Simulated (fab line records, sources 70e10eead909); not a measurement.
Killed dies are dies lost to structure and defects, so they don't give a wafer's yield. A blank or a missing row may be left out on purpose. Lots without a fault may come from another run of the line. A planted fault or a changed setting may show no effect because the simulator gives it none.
A struck lot beside a sound one | flow nand_harc | 13 steps out of a route of 1302
Sound: wafers L790.2, L790.3, L790.5. Struck: wafers L797.2, L797.3, L797.6. The cause comes at the end.
At each step with rows: each side's tool, then ch and its chambers, then its first start. Under that, the readings that differ: sound wafers | struck wafers | difference of the means | sigmas: that difference in standard deviations of wafers without a fault.
alike: readings whose means differ by less than 2 such deviations, and words and numbers that are the same on both sides. not compared: withheld readings, readings that some wafer has no value for, bounds like >300 that may hide the same value, and numbers for which the record gives no deviation and whose values overlap.
The two part at a step that has a row with sigmas, a row that says differs or no value, or rows on one side only. Numbers that don't overlap but have no deviation are shown without sigmas and don't part them. A reading that every wafer of one side lacks parts them only if that side has two wafers or more.

first, 3 steps without rows for these wafers: NHARC_A_ZERO_WELL_IMPLANT_15; NHARC_A_ZERO_WELL_PRECLEAN_22 (cleans in SC1, time 60 s); NHARC_A_ZERO_WELL_SRD_23.
NHARC_A_ZERO_WELL_RTA_16: time 10 s.
  sound on rtp_anneal-02 ch 0, day 11 17:49; struck on rtp_anneal-02 ch 0, day 14 22:37
  alike: lamp_power_pct, lamp_zone_6_pct, wafer_temp_C_max
NHARC_A_ZERO_WELL_INSPECT_17:
  sound on defect_inspect-01, day 11 17:59; struck on defect_inspect-02, day 14 22:47
  alike: raw_defect_count
then, 3 steps without rows for these wafers: NHARC_A_SOURCE_PLATE_PRECLEAN_00 (cleans in HF-LAST, time 60 s); NHARC_A_SOURCE_PLATE_SRD_01; NHARC_A_SOURCE_PLATE_OXIDE_02 (material SiO2, target thk 10 nm, ox time 1362 s).
NHARC_A_SOURCE_PLATE_THK_MEAS_09: measures by ellipsometry.
  sound on film_metro-02, day 12 03:31; struck on film_metro-01, day 15 06:38
  alike: thk_nm
then, 2 steps without rows for these wafers: NHARC_A_SOURCE_PLATE_PVD_04 (deposits WSi2, target thk 50 nm); NHARC_A_SOURCE_PLATE_CVD_03 (deposits poly-Si, target thk 200 nm, time 4000 s).
NHARC_A_SOURCE_PLATE_ANNEAL_05: time 1800 s.
  sound on furnace-08 ch 0, day 12 12:35; struck on furnace-08, day 15 18:22
  no value came back on the struck wafers for run_length_s (s), spike_tc_bottom_C (C), spike_tc_top_C (C), tube_center_temp_C (C); on the sound wafers run_length_s (s) reads 1838 1838 1838
NHARC_A_SOURCE_PLATE_THK_MEAS_06: measures by ellipsometry.
  sound on film_metro-01, day 12 16:29; struck on film_metro-01, day 15 22:23
  alike: thk_nm

WHERE THEY PART
Only at NHARC_A_SOURCE_PLATE_ANNEAL_05, within this record. Later steps at which nothing parts them and some readings are alike: NHARC_A_SOURCE_PLATE_THK_MEAS_06.

WHY: what the simulator had put in
Skipped step whole: furnace-08, from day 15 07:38 on, at NHARC_A_SOURCE_PLATE_ANNEAL_05. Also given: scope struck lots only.
